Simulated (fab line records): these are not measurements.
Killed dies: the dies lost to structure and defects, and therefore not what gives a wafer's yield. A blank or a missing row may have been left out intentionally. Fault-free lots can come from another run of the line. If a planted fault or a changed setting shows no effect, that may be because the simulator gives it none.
Matching of chambers    flow nand-harc    rie-diel-07 running NHARC_P_BONDPAD_STRIP_15: 4 sister chambers
The step strips in O2. 18 wafers are shown with their chamber, then 9 later ones without.

WAFERS PAIRED WITH THEIR CHAMBERS
wafer   chamber  drypump-motor-current-A (A)  rf-vpp-V (V)  oes-product-au (a.u.)
L423.1  2        5.4                          56.3          1.008
L423.3  1        4.9                          57.1          1.004
L423.4  0        6.3                          59.0          0.992
L427.1  0        6.3                          57.6          0.993
L427.3  1        4.9                          56.9          1.019
L427.6  1        5.0                          57.0          1.005
L426.1  3        5.3                          58.8          0.997
L426.2  0        6.3                          59.5          1.002
L426.4  1        5.0                          57.1          1.006
L428.1  0        6.3                          58.7          0.998
L428.3  3        5.3                          57.4          0.990
L428.5  2        5.4                          57.6          0.989
L430.2  2        5.4                          56.0          0.997
L430.3  3        5.3                          58.9          0.997
L430.4  0        6.3                          58.1          1.005
L431.1  3        5.3                          58.0          0.986
L431.2  2        5.4                          56.2          0.998
L431.4  0        6.3                          59.1          1.004

SIGNATURES (averages over the wafers above)
reading                  chamber 0  chamber 1  chamber 2  chamber 3  scatter within a chamber
drypump-motor-current-A  6.300      4.950      5.400      5.300      0.0267
rf-vpp-V                 58.667     57.025     56.525     58.275     0.631
oes-product-au           0.99900    1.00850    0.99800    0.99250    0.00641
Rule: for a wafer and a chamber, the distance is found by dividing, reading by reading, the gap between the wafer's reading and the chamber's mean by the reading's scatter, squaring, summing and taking the root. If the next closest chamber is less than 2 further off than the closest, the wafer can't be placed; otherwise it belongs to the closest. How the scatter is found: for the shown wafers, subtract from each reading the mean of its chamber, square and add these, divide the total by (wafers less chambers), then take the root.

WAFERS WHOSE CHAMBER IS MISSING
wafer   drypump-motor-current-A (A)  rf-vpp-V (V)  oes-product-au (a.u.)
L435.1  5.3                          58.3          0.997
L435.3  4.9                          57.1          1.010
L435.5  4.9                          58.1          1.002
L436.2  6.3                          59.0          1.012
L436.3  5.3                          57.4          0.993
L436.5  5.3                          58.1          0.991
L443.2  5.0                          58.5          1.009
L443.4  5.4                          57.0          0.992
L443.6  5.4                          57.6          1.007

CHAMBER TAKEN BY EACH
wafer    from the rows above   in truth
L435.1   3                     3
L435.3   1                     1
L435.5   1                     1
L436.2   0                     0
L436.3   3                     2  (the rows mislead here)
L436.5   3                     3
L443.2   1                     1
L443.4   2                     2
L443.6   2                     2
Correct placement for 8 of the 9. Left unplaced by these rows: 0. Placed wrongly: 1.
